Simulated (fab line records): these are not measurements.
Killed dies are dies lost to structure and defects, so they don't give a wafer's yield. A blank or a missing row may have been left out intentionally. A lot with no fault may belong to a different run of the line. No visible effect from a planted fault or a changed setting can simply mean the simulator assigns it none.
A lot that was struck, set against a sound lot | flow nand_harc | 18 steps out of a route of 1302
Sound: these wafers, L782.2, L782.4, L782.6. Struck: wafers L793.4, L793.5, L793.6. The cause is given at the end.
At each step with rows: each side's tool, then ch and its chambers, then its first start. Under that, the readings that differ: sound wafers | struck wafers | difference of the means | sigmas: that difference in standard deviations of wafers without a fault.
alike: readings whose means differ by less than 2 such deviations, and words and numbers that are the same on both sides. not compared: withheld readings, readings that some wafer has no value for, bounds like >300 that may hide the same value, and numbers for which the record gives no deviation and whose values overlap.
A row with sigmas, a row that says differs or no value, or rows on one side alone: a step with any of these is where the two part. Non-overlapping numbers with no deviation appear without sigmas and do not part them. Lack of a reading on every wafer of one side parts them only where that side has two or more wafers.

NHARC_A_ONON_D1_THK_MEAS_34: measures by ellipsometry.
  sound on film_metro-02, day 9 06:37; struck on film_metro-01, day 13 17:15
  alike: thk_nm
NHARC_A_ONON_D1_INSPECT_32:
  sound on defect_inspect-02, day 9 06:41; struck on defect_inspect-01, day 13 17:20
  alike: raw_defect_count
NHARC_A_CHANNEL_HOLE_D1_DEP_00: deposits aC, target thk 3100 nm.
  sound on acl_dep-01 ch 0, day 9 12:56; struck on acl_dep-02 ch 0, day 13 20:16
  alike: throttle_valve_pct
NHARC_A_CHANNEL_HOLE_D1_DEP_01: deposits SiON, target thk 140 nm.
  sound on pecvd-04 ch 0,1,2, day 9 14:32; struck on pecvd-03 ch 0,1,2, day 13 21:29
  alike: heater_power_w
then, 7 steps without rows for these wafers: NHARC_A_CHANNEL_HOLE_D1_DEHYDRATE_02 (time 120 s); NHARC_A_CHANNEL_HOLE_D1_HMDS_03 (time 30 s); NHARC_A_CHANNEL_HOLE_D1_COAT_36 (time 75 s); NHARC_A_CHANNEL_HOLE_D1_COAT_37 (time 65 s); NHARC_A_CHANNEL_HOLE_D1_COAT_04 (resist thk 90 nm); NHARC_A_CHANNEL_HOLE_D1_SOFTBAKE_05 (time 55 s); NHARC_A_CHANNEL_HOLE_D1_EBR_06.
NHARC_A_CHANNEL_HOLE_D1_EXPOSE_07: exposes mask HOLE D1, target cd 100 nm.
  sound on arfi_scanner-03 ch 0, day 9 15:07; struck on arfi_scanner-03 ch 0, day 13 22:00
  reading                                   | sound                | struck            | difference | sigmas
  model.A_CHANNEL_HOLE_D1.overlay_x_nm (nm) | 0.2424 0.2424 0.2424 | 21.51 21.51 21.51 | +21.27     |
  alike: mask
then, 2 steps without rows for these wafers: NHARC_A_CHANNEL_HOLE_D1_PEB_08 (peb time 65 s); NHARC_A_CHANNEL_HOLE_D1_DEVELOP_09 (develop time 35 s).
NHARC_A_CHANNEL_HOLE_D1_CD_MEAS_10: target cd 100 nm.
  sound on cd_sem-02 ch 0, day 9 15:16; struck on cd_sem-01 ch 0, day 13 22:08
  alike: cd_nm
NHARC_A_CHANNEL_HOLE_D1_OVL_MEAS_11:
  sound on overlay-02, day 9 15:21; struck on overlay-01, day 13 22:23
  reading           | sound        | struck         | difference | sigmas
  overlay_x_nm (nm) | -0.4 0.2 0.3 | 22.2 21.2 21.5 | +21.6      | +26
  alike: overlay_y_nm
  not compared: hold
NHARC_A_CHANNEL_HOLE_D1_INSPECT_12:
  sound on defect_inspect-02, day 9 15:23; struck on defect_inspect-02, day 14 02:16
  reading | sound | struck                                                                     | difference                   | sigmas
  hold    | - - - | await_dispo/3.8h/release await_dispo/3.8h/release await_dispo/3.8h/release | no value on the sound wafers |
  alike: raw_defect_count
-- break in the record here, with 16 days between the starts of the struck wafers on either side (left off in module A_CHANNEL_HOLE_D1, picked up again in module END, where the first step shown is number 1302 on the route) --
NHARC_END_SORT_01:
  here the record holds rows for the struck wafers (prober-01 ch 0, day 29 22:58) but none for the sound ones

== WHERE THEY PART ==
First at NHARC_A_CHANNEL_HOLE_D1_OVL_MEAS_11; last, within this record, at NHARC_END_SORT_01.

WHY: whatever the simulator had introduced
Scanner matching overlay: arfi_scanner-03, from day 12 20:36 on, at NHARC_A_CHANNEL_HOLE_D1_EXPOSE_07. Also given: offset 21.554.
